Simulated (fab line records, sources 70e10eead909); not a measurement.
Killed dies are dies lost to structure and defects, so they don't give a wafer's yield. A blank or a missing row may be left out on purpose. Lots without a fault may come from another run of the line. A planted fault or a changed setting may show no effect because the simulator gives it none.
fab line records | flow nand_harc
record lots=11 wafers=33 last_day=33
route steps=1302 shown A_SLIT@942 A_WL_FILL@965 END@1302
lots that met no fault: from a run of the same line without faults
start_h: hours from the record's first day to the start of the lot's first wafer shown | wait_h: hours since the lot's step before | " the same as in the row above | L1.1+2: a row that stands for several wafers | - no value, or no start given | * or withheld: withheld | < > ~ a bound
route shown NAME@n: a module of which the file shows steps, and the number in the route of the first | usual: mean/standard deviation of fault-free wafers | same: alike in all rows | chamber/n: place in a boat | sites: the reading at each site | _std_site: their standard deviation | _edge_site: outer sites' mean less inner sites' | radius_mm: how far each site lies from the wafer's centre | mask NAME#n: copy n | behind: the tool/chamber that last shaped the wafer | hold: why the lot was held/for how many hours/how that ended | device: the transistor (n, p or np) that didn't switch | end of line: the same wafers' tests at the end of the route | a step without rows: its recipe alone | killed: dies lost to structure and defects at the first sort, not the wafer's yield | map: a wafer's dies, x killed, . not, _ none there
set.NAME: the setting as run; set.NAME@STEP: as run at that earlier step | model.NAME: the simulator's own value behind a step, which no gauge read
steps of the route over a sample of lots; a table a step, a row a wafer
services: from which hour (start_h, from the record's first day; less than 0 if before it) a tool's chamber was out of use, for how many hours, and why
## steps
# step NHARC_A_SLIT_ETCH_29
# recipe target_depth_a=1000 overetch_a=100 time_s=55 ion_energy_ev=100 cf4_flow_sccm=80 o2_flow_sccm=20 ar_flow_sccm=0 rf_w=300 bias_w=100 chemistry=CF4/O2
# usual drypump_motor_current_A=5.8/0.43 oes_f_703_au=1.000/0.0043 oes_product_au=0.997/0.011 rf_vpp_V=198.2/1.4 showerhead_plenum_p_Torr=1.35/0.057 throttle_valve_pct=13.397/0.0083
# columns lot.wafer tool chamber start_h wait_h drypump_motor_current_A oes_f_703_au oes_product_au rf_hours_counter_h rf_vpp_V showerhead_plenum_p_Torr throttle_valve_pct
L241.2 rie_diel-05 2 465.76 0.1 5.7 1.005 0.976 3.5 197.8 1.38 13.404
L241.6 " 3 " " 6.3 1.004 1.008 - 197.6 1.31 13.384
L241.5 " 0 " " 5.3 1.001 1.000 - 195.5 1.26 13.385
L243.4 rie_diel-05 3 483.25 0.1 6.3 1.003 1.011 4.0 197.7 1.31 13.398
L243.1 " 0 " " 5.3 1.000 1.014 2.3 197.3 1.26 13.397
L243.3 " 2 " " 5.7 0.992 1.000 3.9 198.1 1.38 13.401
L248.1 rie_diel-05 0 539.50 0.1 5.2 1.002 1.011 5.4 195.7 1.25 13.402
L248.6 " 0 " " 5.3 0.994 1.010 - 195.2 1.25 13.393
L248.4 " 3 " " 6.3 0.994 0.985 - 196.2 1.31 13.397
L250.1 rie_diel-05 2 562.74 0.1 5.7 0.995 1.002 9.4 198.8 1.38 13.395
L250.2 " 0 " " 5.3 0.997 1.001 6.5 195.2 1.25 13.392
L250.6 " 2 " " 5.7 1.000 0.991 - 198.5 1.38 13.397
L249.4 rie_diel-09 1 564.51 0.1 5.4 0.995 1.002 2.8 198.7 1.41 13.388
L249.1 " 2 " " 5.1 0.995 1.001 2.5 197.5 1.33 13.419
L249.6 " 0 " " 5.7 0.990 0.999 - 199.2 1.43 13.385
L253.4 rie_diel-09 0 601.54 0.1 5.7 0.995 1.009 4.6 200.1 1.43 13.388
L253.3 " 1 " " 5.4 1.008 1.004 4.1 199.7 1.41 13.409
L253.5 " 0 " " 5.7 0.994 1.005 - 200.7 1.43 13.390
L257.4 rie_diel-05 1 644.84 0.1 6.3 1.000 0.991 4.2 199.3 1.34 13.403
L257.1 " 3 " " 6.3 1.001 1.003 3.6 197.9 1.31 13.396
L257.5 " 0 " " 5.3 1.002 0.980 - 196.3 1.25 13.421
L259.2 rie_diel-05 0 654.83 0.1 5.2 0.995 0.984 5.9 196.9 1.25 13.395
L259.4 " 1 " " 6.3 0.999 0.999 6.3 198.0 1.34 13.406
L259.5 " 2 " " 5.7 0.998 1.005 - 198.5 1.38 13.391
L261.2 rie_diel-09 0 656.20 0.1 5.7 0.998 0.986 8.5 201.1 1.43 13.397
L261.3 " 1 " " 5.4 1.001 0.991 8.5 199.6 1.41 13.386
L261.4 " 3 " " 6.2 1.000 1.006 - 198.4 1.38 13.404
L260.6 rie_diel-09 1 658.66 0.1 5.4 0.996 0.991 - 199.3 1.41 13.384
L260.4 " 3 " " 6.2 1.001 1.015 - 198.6 1.38 13.400
L260.5 " 0 " " 5.7 1.007 0.990 - 198.4 1.43 13.395
L262.4 rie_diel-05 2 671.80 0.1 5.7 1.001 1.004 7.4 198.9 1.38 13.404
L262.5 " 2 " " 5.7 0.991 1.012 - 198.6 1.38 13.404
L262.6 " 3 " " 6.3 1.002 0.992 - 197.6 1.31 13.390
# step NHARC_A_SLIT_STRIP_18
# recipe o2_flow_sccm=500 ar_flow_sccm=0 bias_w=0 chemistry=O2
# usual drypump_motor_current_A=5.8/0.43 oes_product_au=0.997/0.011 rf_vpp_V=57.9/0.76 showerhead_plenum_p_Torr=3.59/0.14 throttle_valve_pct=17.036/0.0091
# columns lot.wafer tool chamber start_h wait_h drypump_motor_current_A oes_product_au rf_hours_counter_h rf_vpp_V showerhead_plenum_p_Torr throttle_valve_pct
L241.2 rie_diel-05 0 - - 5.3 1.016 2.0 58.1 3.33 17.026
L241.5 " 1 " " 6.3 0.980 - 59.0 3.55 17.041
L241.6 " 2 " " 5.7 0.984 - 58.4 3.64 17.044
L243.3 rie_diel-05 2 - - 5.7 0.992 3.9 58.9 3.64 17.035
L243.1 " 0 " " 5.2 0.997 2.4 57.3 3.33 17.042
L243.4 " 1 " " 6.3 0.985 3.2 57.6 3.55 17.041
L248.1 rie_diel-05 0 - - 5.3 1.008 5.5 57.2 3.33 17.028
L248.6 " 2 " " 5.7 1.007 - 59.1 3.64 17.030
L248.4 " 3 " " 6.3 1.004 - 58.0 3.46 17.036
L250.2 rie_diel-05 0 - - 5.3 1.013 6.5 56.5 3.32 17.050
L250.1 " 1 " " 6.3 0.990 8.0 57.3 3.55 17.052
L250.6 " 0 " " 5.2 1.023 - 58.3 3.32 17.033
L249.1 rie_diel-09 3 - - 6.2 0.993 2.2 57.6 3.65 17.038
L249.4 " 0 " " 5.7 0.992 2.3 58.9 3.78 17.035
L249.6 " 2 " " 5.2 0.996 - 57.2 3.53 17.036
L253.4 rie_diel-09 3 - - 6.3 0.994 5.3 58.0 3.65 17.033
L253.3 " 2 " " 5.1 0.978 5.7 58.4 3.53 17.022
L253.5 " 0 " " 5.7 0.992 - 58.9 3.78 17.045
L257.4 rie_diel-05 1 - - 6.3 0.988 4.2 58.6 3.55 17.039
L257.1 " 2 " " 5.8 1.016 4.2 57.7 3.63 17.023
L257.5 " 2 " " 5.7 0.999 - 58.7 3.63 17.041
L259.2 rie_diel-05 2 - - 5.7 1.013 5.5 58.3 3.63 17.036
L259.4 " 3 " " 6.3 0.998 4.9 57.5 3.46 17.048
L259.5 " 1 " " 6.3 0.992 - 57.4 3.55 17.050
L261.2 rie_diel-09 3 - - 6.3 1.002 7.4 58.0 3.65 17.022
L261.3 " 0 " " 5.7 0.991 8.5 56.6 3.77 17.045
L261.4 " 3 " " 6.2 1.005 - 57.4 3.65 17.043
L260.6 rie_diel-09 1 - - 5.4 0.988 - 58.1 3.72 17.042
L260.4 " 3 " " 6.2 1.011 - 58.0 3.64 17.025
L260.5 " 0 " " 5.7 0.985 - 58.9 3.77 17.023
L262.4 rie_diel-05 3 - - 6.3 1.000 6.1 57.8 3.46 17.023
L262.6 " 3 " " 6.3 0.992 - 57.8 3.46 17.043
L262.5 " 0 " " 5.3 0.982 - 58.3 3.32 17.028
# step NHARC_A_WL_FILL_ALD_10
# recipe target_thk_a=500 pulse_time_s=10 ald_cycles=500 temp_c=300 material=SiO2
# usual heater_power_w=454/53 precursor_pulse_height_rel=1.002/0.019 susceptor_temp_C=299.99/0.2
# columns lot.wafer tool chamber start_h wait_h heater_power_w precursor_pulse_height_rel susceptor_temp_C
L241.2 ald_hk-04 1 480.54 1.1 392 1.024 299.89
L241.5 " 3 481.56 2.1 402 0.991 299.83
L241.6 " 0 " " 444 1.029 299.74
L243.4 ald_hk-01 1 505.79 0.1 502 1.007 300.25
L243.1 " 3 506.85 1.1 492 1.015 300.18
L243.3 " 0 " " 477 0.978 299.92
L248.4 ald_hk-03 2 554.19 0.6 406 0.977 300.16
L248.1 " 3 " " 578 1.023 300.36
L248.6 " 1 555.72 2.1 403 0.969 299.94
L250.2 ald_hk-04 0 576.93 0.1 447 1.027 299.90
L250.1 " 3 578.47 1.6 393 1.043 300.27
L250.6 " 1 579.50 2.6 414 1.014 299.80
L249.4 ald_hk-03 3 588.61 0.0 592 1.033 300.15
L249.1 " 0 " " 469 0.960 299.80
L249.6 " 0 591.18 2.6 475 1.014 299.97
L253.4 ald_hk-01 3 617.66 3.5 492 0.984 299.82
L253.3 " 1 618.70 4.5 512 1.000 300.03
L253.5 " 2 " " 437 1.029 300.05
L257.4 ald_hk-04 3 658.55 0.6 422 0.996 300.11
L257.1 " 1 659.57 1.6 420 1.005 299.93
L257.5 " 2 " " 428 1.039 300.16
L261.4 ald_hk-04 2 671.90 0.6 445 1.006 300.31
L261.2 " 3 " " 421 1.017 300.30
L261.3 " 0 " " 438 1.003 299.71
L259.2 ald_hk-01 0 672.24 0.9 468 1.032 300.45
L259.4 " 1 " " 494 1.015 299.91
L259.5 " 1 674.83 3.5 503 0.992 300.17
L260.4 ald_hk-03 0 674.53 3.2 477 0.972 300.10
L260.6 " 3 676.05 4.7 595 1.018 299.70
L260.5 " 0 " " 478 1.003 299.91
L262.4 ald_hk-04 0 688.43 0.6 442 1.020 299.87
L262.6 " 3 689.95 2.1 423 1.002 300.00
L262.5 " 0 " " 465 0.994 299.82
# step NHARC_A_WL_FILL_CVD_23
# recipe target_thk_a=400 temp_c=620 pressure_mtorr=200 time_s=800 material=poly-Si
# usual pressure_mtorr=200.1/0.41 run_length_s=801.8/0.37 spike_tc_bottom_C=637.3/2.4
# columns lot.wafer tool chamber start_h wait_h pressure_mtorr run_length_s spike_tc_bottom_C
L241.2 lpcvd_poly-03 0 486.88 2.3 200.1 801.6 636.6
L241.5 " 0 " " 199.8 801.6 637.3
L241.6 " 0 " " 199.7 801.6 638.1
L243.1 lpcvd_poly-01 0 513.28 2.4 200.1 801.4 637.8
L243.3 " 0 " " 200.6 801.4 637.6
L243.4 " 0 " " 199.6 801.4 638.1
L248.1 lpcvd_poly-03 0 562.17 3.5 199.6 801.8 638.3
L248.4 " 0 " " 199.7 801.8 638.6
L248.6 " 0 " " 199.3 801.8 638.0
L250.1 lpcvd_poly-03 - 585.76 3.8 - - -
L250.2 " - " " - - -
L250.6 " - " " - - -
L249.1 lpcvd_poly-02 - 596.07 2.4 - - -
L249.4 " - " " - - -
L249.6 " - " " - - -
L253.3 lpcvd_poly-03 0 624.65 2.3 200.0 801.4 637.8
L253.4 " 0 " " 200.1 801.4 636.5
L253.5 " 0 " " 200.2 801.4 635.4
L257.1 lpcvd_poly-03 0 665.39 2.3 200.4 801.5 639.0
L257.4 " 0 " " 199.6 801.5 637.5
L257.5 " 0 " " 199.5 801.5 636.8
L259.2 lpcvd_poly-01 0 678.92 1.6 199.9 802.0 636.3
L259.4 " 0 " " 200.0 802.0 637.5
L259.5 " 0 " " 199.9 802.0 633.9
L261.2 lpcvd_poly-01 0 678.92 2.4 200.2 801.5 635.7
L261.3 " 0 " " 199.7 801.5 636.3
L261.4 " 0 " " 200.5 801.5 636.8
L260.4 lpcvd_poly-01 0 681.46 2.4 200.1 801.4 635.8
L260.5 " 0 " " 200.6 801.4 637.6
L260.6 " 0 " " 200.2 801.4 634.7
L262.4 lpcvd_poly-02 0 695.35 2.4 199.9 802.8 642.6
L262.5 " 0 " " 199.1 802.8 643.7
L262.6 " 0 " " 199.5 802.8 641.2
# step NHARC_END_SORT_01
# recipe temp_c=25
# usual killed_at_array=59/21 killed_at_other=0.8/1.1 killed_at_periphery=4.1/2.8 killed_dies=64/20 killed_open=3.1/1.7 killed_short=2.4/1.6
# same gross_dies=677
# columns lot.wafer tool chamber start_h wait_h killed_at_array killed_at_other killed_at_periphery killed_dies killed_open killed_short
L250.2 prober-02 0 667.49 2.8 46 3 4 53 2 0
L249.1 prober-02 0 680.99 2.5 74 1 6 81 3 4
L249.6 prober-02 0 684.92 3.9 46 0 8 54 2 2
# killed by level:class
L250.2 A_SLIT:chamber_film_flake=31 A_CHANNEL_HOLE_D1:chamber_film_flake=4 P_M1:chamber_film_flake=3 A_WL_FILL:chamber_film_flake=3 A_CONTACT:chamber_film_flake=3 THIN_TSV:chamber_film_flake=2 A_SOURCE_PLATE:geometric_particle:open=1 P_STI:chamber_film_flake=1
L249.1 A_CHANNEL_HOLE_D1:chamber_film_flake=37 A_CHANNEL_HOLE_D2:chamber_film_flake=17 A_STAIRCASE:chamber_film_flake=7 P_CONTACT:chamber_film_flake=4 A_SLIT:chamber_film_flake=2 A_ONON_D1:geometric_particle:short=1 A_ONON_D1:geometric_particle:open=1 A_CHANNEL_FILL_D1:geometric_particle:short=1
L249.6 A_CHANNEL_HOLE_D1:chamber_film_flake=26 A_CHANNEL_HOLE_D2:chamber_film_flake=10 P_CONTACT:chamber_film_flake=4 A_STAIRCASE:chamber_film_flake=3 A_CONTACT:chamber_film_flake=2 P_M0:geometric_particle:open=1 P_M0:geometric_particle:short=1 A_DECK1_JOINT:geometric_particle:short=1
## services
# columns tool chamber start_h hours kind
rie_diel-05 2 457.02 8.6 repair
lpcvd_poly-03 - 461.24 13.8 repair
rie_diel-05 0 464.63 - clean
rie_diel-05 1 464.63 - clean
rie_diel-05 3 464.63 - clean
ald_hk-01 - 474.45 10.0 pm
rie_diel-05 0 489.13 - clean
rie_diel-09 - 497.11 9.0 pm
rie_diel-05 3 519.12 15.0 repair
rie_diel-09 2 533.51 3.5 repair
rie_diel-05 1 536.55 6.2 repair
rie_diel-05 0 542.34 9.6 repair
lpcvd_poly-01 - 566.07 26.0 pm
ald_hk-03 - 568.00 10.0 pm
rie_diel-05 - 583.60 9.0 pm
ald_hk-04 - 613.99 10.0 pm
ald_hk-03 - 627.18 0.6 repair
rie_diel-05 1 634.16 4.3 repair
rie_diel-09 2 639.37 20.3 repair
ald_hk-01 - 652.45 10.0 pm
rie_diel-09 - 674.11 9.0 pm
rie_diel-05 1 677.97 9.3 repair
lpcvd_poly-02 - 678.14 6.2 repair
lpcvd_poly-02 - 688.26 5.4 repair
## key
first_sign step=NHARC_A_WL_FILL_CVD_23 reading=tool_record direction=missing
effect none on later readings
met_at NHARC_A_WL_FILL_CVD_23
struck_lots L249,L250
tester_left_out L249,L250
not_acting_at NHARC_A_SLIT_ETCH_29,NHARC_A_SLIT_STRIP_18,NHARC_A_WL_FILL_ALD_10
onset_between 562.17 585.76
fault kind=skipped_step_whole tool=lpcvd_poly-02,lpcvd_poly-03 chamber=- onset_h=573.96 steps=NHARC_A_WL_FILL_CVD_23 scope=struck_lots_only
# tester_left_out: of these lots the tester's yield and bins aren't shown, on N5 and GAA mostly nor the transistor test; their killed dies are dies lost to structure and defects alone, not to doping, threshold or leakage, so they don't give the yield
